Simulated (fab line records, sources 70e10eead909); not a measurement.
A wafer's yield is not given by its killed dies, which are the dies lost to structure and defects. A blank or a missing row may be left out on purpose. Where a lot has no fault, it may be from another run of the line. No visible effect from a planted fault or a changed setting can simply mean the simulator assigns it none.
Which tool was responsible? + flow nand-harc + Sampling: 13 lots, 39 wafers, 5 of 1159 route steps

## WHAT THE GAUGES SHOWED, per wafer
NHARC_THIN_TSV_CD_MEAS_33 targets a cd of 5000 nm.
| lot  | measured     | on        | cd-nm (nm)           |
|------|--------------|-----------|----------------------|
| L546 | day 19 05:18 | cd-sem-02 | 5002.8 5000.7 5001.9 |
| L547 | day 18 19:01 | cd-sem-02 | 4996.6 4993.5 4999.4 |
| L548 | day 19 20:35 | cd-sem-01 | 4998.3 5000.9 4997.9 |
| L549 | day 19 19:18 | cd-sem-01 | 5001.7 5000.3 5003.0 |
| L550 | day 19 21:58 | cd-sem-03 | 5001.0 4998.2 4996.5 |
| L559 | day 21 16:53 | cd-sem-03 | 4997.5 4996.8 5001.1 |
| L565 | day 23 09:59 | cd-sem-01 | 4999.9 5001.0 4999.0 |
| L566 | day 24 11:06 | cd-sem-02 | 5001.7 4994.5 4998.6 |
| L567 | day 24 16:59 | cd-sem-02 | 4998.0 5002.6 4997.8 |
| L568 | day 24 10:00 | cd-sem-02 | 4999.9 4998.5 4997.4 |
| L569 | day 24 20:38 | cd-sem-03 | 5002.5 4999.1 5001.5 |

NHARC_END_SORT_01.
| lot  | measured     | on        | killed-at-array | killed-at-other | killed-at-periphery | killed-dies | killed-open | killed-short |
|------|--------------|-----------|-----------------|-----------------|---------------------|-------------|-------------|--------------|
| L551 | day 21 00:19 | prober-02 | 9 19 16         | 0 2 4           | 668 656 657         | 677 677 677 | 4 4 4       | 2 3 4        |
| L552 | day 20 15:52 | prober-01 | 39 34 32        | 0 0 1           | 638 643 644         | 677 677 677 | 3 3 2       | 0 2 2        |

## WHAT TOOL EACH LOT RAN ON (gives the tool, then ch and the chambers of the sampled wafers, and finally the start)
| lot  | NHARC_P_STI_HM_DEP_30      | NHARC_HYBRID_BOND_ACTIVATE_00      | NHARC_THIN_TSV_DEP_43           |
|------|----------------------------|------------------------------------|---------------------------------|
| L546 | lpcvd-02 ch 0, day 2 04:56 | rie-diel-08 ch 2,3, day 18 08:32   | pecvd-04 ch 1,2, day 18 22:36   |
| L547 | lpcvd-01 ch 0, day 2 13:02 | rie-diel-08 ch 1,2,3, day 17 22:44 | pecvd-03 ch 0,2, day 18 12:13   |
| L548 | lpcvd-01 ch 0, day 2 22:11 | rie-diel-10 ch 0,1,2, day 18 22:25 | pecvd-04 ch 0,1,2, day 19 13:50 |
| L549 | lpcvd-01 ch 0, day 2 22:11 | rie-diel-10 ch 1,2, day 18 16:53   | pecvd-01 ch 0,2, day 19 12:43   |
| L550 | lpcvd-01 ch 1, day 3 08:28 | rie-diel-10 ch 0,1,2, day 19 01:49 | pecvd-03 ch 0,1,2, day 19 15:14 |
| L551 | lpcvd-01 ch 0, day 3 13:02 | -                                  | -                               |
| L552 | lpcvd-01 ch 0, day 3 19:02 | -                                  | -                               |
| L559 | lpcvd-02 ch 0, day 5 14:52 | rie-diel-11 ch 0,2,3, day 20 22:31 | pecvd-04 ch 0,1, day 21 10:10   |
| L565 | lpcvd-01 ch 1, day 7 00:47 | rie-diel-08 ch 1,2, day 22 14:01   | pecvd-03 ch 0,1, day 23 03:14   |
| L566 | lpcvd-01 ch 0, day 7 06:56 | rie-diel-08 ch 0,2,3, day 23 18:41 | pecvd-01 ch 0,1,2, day 24 04:16 |
| L567 | lpcvd-01 ch 1, day 7 12:41 | rie-diel-08 ch 1,2,3, day 23 19:19 | pecvd-01 ch 0,2, day 24 10:01   |
| L568 | lpcvd-01 ch 0, day 7 21:22 | rie-diel-08 ch 1,2,3, day 23 13:41 | pecvd-01 ch 0,1,2, day 24 03:01 |
| L569 | lpcvd-02 ch 1, day 8 01:42 | rie-diel-08 ch 0,2, day 24 02:01   | pecvd-01 ch 1,2, day 24 13:41   |
- NHARC_P_STI_HM_DEP_30: deposits Si3N4, target thk 80 nm, time 873 s.
- NHARC_HYBRID_BOND_ACTIVATE_00: chemistry N2, time 60 s.
- NHARC_THIN_TSV_DEP_43: deposits SiO2, target thk 1328.5 nm.

## WHAT THE TOOLS THEMSELVES READ (means of the sampled wafers that have a number; where no wafer has one, the mark that the record gives instead)
NHARC_HYBRID_BOND_ACTIVATE_00.
| lot  | tool        | drypump-motor-current-A (A) | oes-product-au (a.u.) | rf-vpp-V (V) | showerhead-plenum-p-Torr (Torr) |
|------|-------------|-----------------------------|-----------------------|--------------|---------------------------------|
| L546 | rie-diel-08 | 5.5                         | 1.005                 | 63.5         | 1.70                            |
| L547 | rie-diel-08 | 5.6                         | 1.003                 | 64.8         | 1.77                            |
| L548 | rie-diel-10 | 6.1                         | 1.002                 | 64.5         | 1.82                            |
| L549 | rie-diel-10 | 6.1                         | 1.004                 | 64.8         | 1.84                            |
| L550 | rie-diel-10 | 6.1                         | 1.005                 | 64.4         | 1.82                            |
| L559 | rie-diel-11 | 6.2                         | 0.987                 | 63.5         | 1.75                            |
| L565 | rie-diel-08 | 5.8                         | 0.998                 | 64.3         | 1.74                            |
| L566 | rie-diel-08 | 5.4                         | 0.983                 | 63.2         | 1.69                            |
| L567 | rie-diel-08 | 5.6                         | 1.005                 | 64.1         | 1.77                            |
| L568 | rie-diel-08 | 5.6                         | 1.015                 | 64.8         | 1.77                            |
| L569 | rie-diel-08 | 5.7                         | 0.981                 | 62.9         | 1.66                            |

NHARC_THIN_TSV_DEP_43.
| lot  | tool     | throttle-valve-pct (%) |
|------|----------|------------------------|
| L546 | pecvd-04 | 16.4                   |
| L547 | pecvd-03 | 16.0                   |
| L548 | pecvd-04 | 15.9                   |
| L549 | pecvd-01 | 15.7                   |
| L550 | pecvd-03 | 16.1                   |
| L559 | pecvd-04 | 16.1                   |
| L565 | pecvd-03 | 16.2                   |
| L566 | pecvd-01 | 16.1                   |
| L567 | pecvd-01 | 15.5                   |
| L568 | pecvd-01 | 16.1                   |
| L569 | pecvd-01 | 16.0                   |

## THE ANSWER, worked out from the rows above alone
Rule: usual is defined by the lots themselves. Put in order of their means at a reading, lots are off if they are a third of the lots or fewer, leave a main group of 4 or more, and stand apart from it by a gap of 3 or more times the standard deviation of the main group's means; of several such gaps the widest counts. Not used: any main group whose means are identical at the precision the tables above print for the reading. A lot without any number at a reading at which 4 lots or more have one is off too. Any other lot the step has rows for is counted as sound. The gauges are gone through in route order, then the tools' own readings, and for those a lot's mean is taken as printed above. At the first step where some lot is off, the reading lying furthest off is the one used; lots without a number count as furthest.
Across all readings shown, no lot is off: no conclusion can be drawn from this.

## WHAT HAD BEEN PUT IN BY THE SIMULATOR
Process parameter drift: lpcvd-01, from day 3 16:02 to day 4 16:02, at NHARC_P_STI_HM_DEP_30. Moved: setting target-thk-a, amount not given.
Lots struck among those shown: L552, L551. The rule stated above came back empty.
